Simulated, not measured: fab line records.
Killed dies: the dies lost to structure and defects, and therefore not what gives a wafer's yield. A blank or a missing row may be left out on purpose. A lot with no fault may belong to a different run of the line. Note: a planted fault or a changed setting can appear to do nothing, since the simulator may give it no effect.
Matching of chambers | flow n5_finfet | ald_hk-01 running N5_MIM_TOP_ALD_00: 4 sister chambers
The step deposits Al2O3, purge time 3 s, co reactant pulse time 3 s. 14 wafers are shown with their chamber, then 7 later ones without.

## WAFERS, EACH WITH ITS CHAMBER
wafer  | chamber | precursor_pulse_height_rel
L663.3 | 2       | 1.008
L663.4 | 3       | 0.989
L663.6 | 3       | 0.993
L664.3 | 1       | 0.999
L664.4 | 3       | 1.011
L664.5 | 2       | 1.015
L668.1 | 1       | 1.008
L668.3 | 0       | 0.994
L668.4 | 2       | 1.001
L675.4 | 0       | 0.996
L675.5 | 0       | 0.989
L675.6 | 1       | 1.022
L678.1 | 2       | 1.000
L678.3 | 1       | 0.975

SIGNATURES (means of the wafers above)
reading                    | chamber 0 | chamber 1 | chamber 2 | chamber 3 | scatter within a chamber
precursor_pulse_height_rel | 0.99300   | 1.00100   | 1.00600   | 0.99767   | 0.0127
Rule: a wafer's distance from a chamber is the root of the sum, over the readings, of the square of ((its reading less the chamber's mean) divided by the reading's scatter). If the next closest chamber is less than 2 further off than the closest, the wafer can't be placed; otherwise it belongs to the closest. The scatter: take each reading less its chamber's mean, square it, sum over the shown wafers, divide by the number of wafers less the number of chambers, and take the root.

## WAFERS WITHOUT THEIR CHAMBER
wafer  | precursor_pulse_height_rel
L678.4 | 0.996
L679.3 | 1.028
L679.4 | 0.981
L679.6 | 0.989
L680.2 | 0.948
L680.3 | 1.033
L680.5 | 1.029

## WHICH CHAMBER EACH WENT THROUGH
wafer  | from the rows above               | in truth
L678.4 | can't be placed: 3 or 0 or 1 or 2 | 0
L679.3 | can't be placed: 2 or 1 or 3 or 0 | 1
L679.4 | can't be placed: 0 or 3 or 1 or 2 | 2
L679.6 | can't be placed: 0 or 3 or 1 or 2 | 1
L680.2 | can't be placed: 0 or 3 or 1 or 2 | 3
L680.3 | can't be placed: 2 or 1 or 3 or 0 | 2
L680.5 | can't be placed: 2 or 1 or 3 or 0 | 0
0 of 7 placed correctly. Not placeable from these rows: 7 (in 7, the candidates include the true chamber). Wrongly placed: 0.
